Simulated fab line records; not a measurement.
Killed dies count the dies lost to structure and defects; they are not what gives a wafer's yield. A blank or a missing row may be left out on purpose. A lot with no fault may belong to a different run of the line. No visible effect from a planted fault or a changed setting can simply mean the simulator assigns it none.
Which tool is to blame? ; flow nand harc ; 7 lots, 21 wafers sampled, at 1 step of a route of 1159

WHAT EACH GAUGE READ, for each wafer
NHARC_P_BONDPAD_OVL_MEAS_38.
lot;measured;on;overlay x nm (nm)
L714;day 6 14:36;overlay-01;-6 -6 -6
L716;day 7 03:45;overlay-02;5 6 5
L718;day 7 19:22;overlay-01;3 3 2
L720;day 8 11:55;overlay-02;3 3 3
L727;day 9 13:58;overlay-01;0 1 1
L723;day 9 15:53;overlay-02;-2 -3 -2
L728;day 10 15:23;overlay-02;-9 -9 -8

TOOL THAT RAN EACH LOT (tool first, then ch and the chambers of the sampled wafers, then the start)
There is no process step in the record ahead of these readings.

THE ANSWER, worked out from the rows above alone
Rule: what is usual is taken from the lots themselves. Put in order of their means at a reading, lots are off if they are a third of the lots or fewer, leave a main group of 4 or more, and stand apart from it by a gap of 3 or more times the standard deviation of the main group's means; of several such gaps the widest counts. A main group is skipped when, at the precision printed for the reading in the tables above, its means are all equal. A lot without any number at a reading at which 4 lots or more have one is off too. Where the step has rows for the other lots, those lots are counted as sound.
No lot is off at any reading shown: from this, nothing can be told.

WHAT THE SIMULATOR HAD PUT IN
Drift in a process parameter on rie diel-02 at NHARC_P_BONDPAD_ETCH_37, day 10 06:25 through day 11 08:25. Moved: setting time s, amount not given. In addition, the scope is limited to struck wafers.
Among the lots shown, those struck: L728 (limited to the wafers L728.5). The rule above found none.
